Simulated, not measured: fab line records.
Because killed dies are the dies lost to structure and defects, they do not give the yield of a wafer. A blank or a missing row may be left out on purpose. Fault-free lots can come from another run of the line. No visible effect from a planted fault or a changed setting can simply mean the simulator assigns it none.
One fault through the eyes of 2 desks / flow n5Finfet / what lay behind the numbers comes last; until then each desk has only its own

## FROM THE METROLOGY DESK
What the gauges read for every lot (on any tool): the sampled wafers with a number, averaged. Any lot whose mean is over 4 standard deviations away from the usual mean is out of limits and marked OUT; that distance is given in the brackets. Shown here are 7 of its 11 readings, the ones lying furthest out on some lot.
Columns: A = V3_OVL at N5_BEOL_M4_OVL_MEAS_29, usual 0.1 nm; B = DIBL_N at N5_BEOL_M4_RC_MEAS_101, usual 36.5 mV/V; C = DIBL_P at N5_BEOL_M4_RC_MEAS_101, usual 36.6 mV/V; D = ION_N at N5_BEOL_M4_RC_MEAS_101, usual 674 uA/um; E = ION_P at N5_BEOL_M4_RC_MEAS_101, usual 462 uA/um; F = VT_N at N5_BEOL_M4_RC_MEAS_101, usual 250 mV; G = VT_P at N5_BEOL_M4_RC_MEAS_101, usual -250 mV
lot=L117; first seen here=day 8 01:09; A=0.0; B=35.7; C=34.9; D=681; E=468; F=248; G=-247
lot=L118; first seen here=day 8 22:09; A=0.5; B=34.5; C=34.0; D=652; E=458; F=257; G=-252
lot=L120; first seen here=day 9 08:25; A=0.3; B=40.0; C=41.5; D=696; E=472; F=244; G=-246
lot=L121; first seen here=day 9 11:16; A=0.3; B=38.0; C=36.3; D=692; E=472; F=246; G=-246
lot=L126; first seen here=day 10 17:53; A=1.2; B=36.8; C=35.4; D=694; E=470; F=251; G=-252
lot=L134; first seen here=day 13 06:08; A=-0.3; B=35.4; C=35.0; D=675; E=473; F=248; G=-246
lot=L133; first seen here=day 13 10:20; A=-0.3; B=35.5; C=36.7; D=662; E=460; F=250; G=-250
lot=L136; first seen here=day 13 20:52; A=0.5; B=36.0; C=35.9; D=656; E=450; F=254; G=-258
lot=L135; first seen here=day 14 02:03; A=-0.5; B=39.3; C=39.1; D=676; E=461; F=249; G=-250
lot=L137; first seen here=day 14 11:59; A=0.2; B=37.7; C=39.0; D=682; E=467; F=248; G=-248
This desk's verdict: no lot among the 10 shows anything out of limits.

## AT THE TOOL OWNER'S DESK: rieDiel-01
The tool's own readings at N5_BEOL_M4_ETCH_77 (etches underlayer in N2/H2, target depth 6.5 nm, time 5.2 s): means of the sampled wafers that have a number, for each lot that ran on this tool. Any lot whose mean is over 4 standard deviations away from the usual mean is out of limits and marked OUT; that distance is given in the brackets.
Columns: A = drypumpMotorCurrentA at N5_BEOL_M4_ETCH_77, usual 5.6 A; B = etchRfOnTimeS at N5_BEOL_M4_ETCH_77, usual 5.16 s; C = oesProductAu at N5_BEOL_M4_ETCH_77, usual 0.65 a.u.; D = rfVppV at N5_BEOL_M4_ETCH_77, usual 523.5 V; E = showerheadPlenumPTorr at N5_BEOL_M4_ETCH_77, usual 2.52 Torr; F = throttleValvePct at N5_BEOL_M4_ETCH_77, usual 17.85 %
lot=L117; first seen here=day 8 01:20; A=5.5; B=5.14; C=0.60; D=523.7; E=2.56; F=18.18
lot=L118; first seen here=day 8 22:16; A=5.4; B=5.20; C=0.64; D=524.6; E=2.60; F=18.14
lot=L120; first seen here=day 9 08:32; A=5.7; B=5.46; C=0.58; D=524.4; E=2.57; F=18.14
lot=L121; first seen here=day 9 11:37; A=5.4; B=5.81 (+4.1) OUT; C=0.63; D=525.4; E=2.55; F=17.77
lot=L135; first seen here=day 14 02:10; A=5.5; B=5.17; C=0.68; D=522.9; E=2.45; F=17.73
lot=L137; first seen here=day 14 12:25; A=5.7; B=5.25; C=0.67; D=524.1; E=2.54; F=17.74
This desk's finding: out of limits on L121; first on L121, day 9 11:37 (etchRfOnTimeS at N5_BEOL_M4_ETCH_77). In limits: L117, L118, L120, L135, L137.

## PUT TOGETHER
At day 9 11:37, on L121, the tool owner's desk was in a position to raise an alarm.
Nothing out of limits was seen by the metrology desk.
The metrology desk holds a record of L121, inside its limits.
Of the lots named, all ran N5_BEOL_M4_ETCH_77 on rieDiel-01.

## WHAT HAD BEEN PUT IN BY THE SIMULATOR
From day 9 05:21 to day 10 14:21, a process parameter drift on rieDiel-01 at N5_BEOL_M4_ETCH_77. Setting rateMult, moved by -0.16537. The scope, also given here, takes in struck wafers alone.
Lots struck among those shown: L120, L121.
Hours from the fault's start to each desk's first reading out of limits: the tool owner's desk, 6.
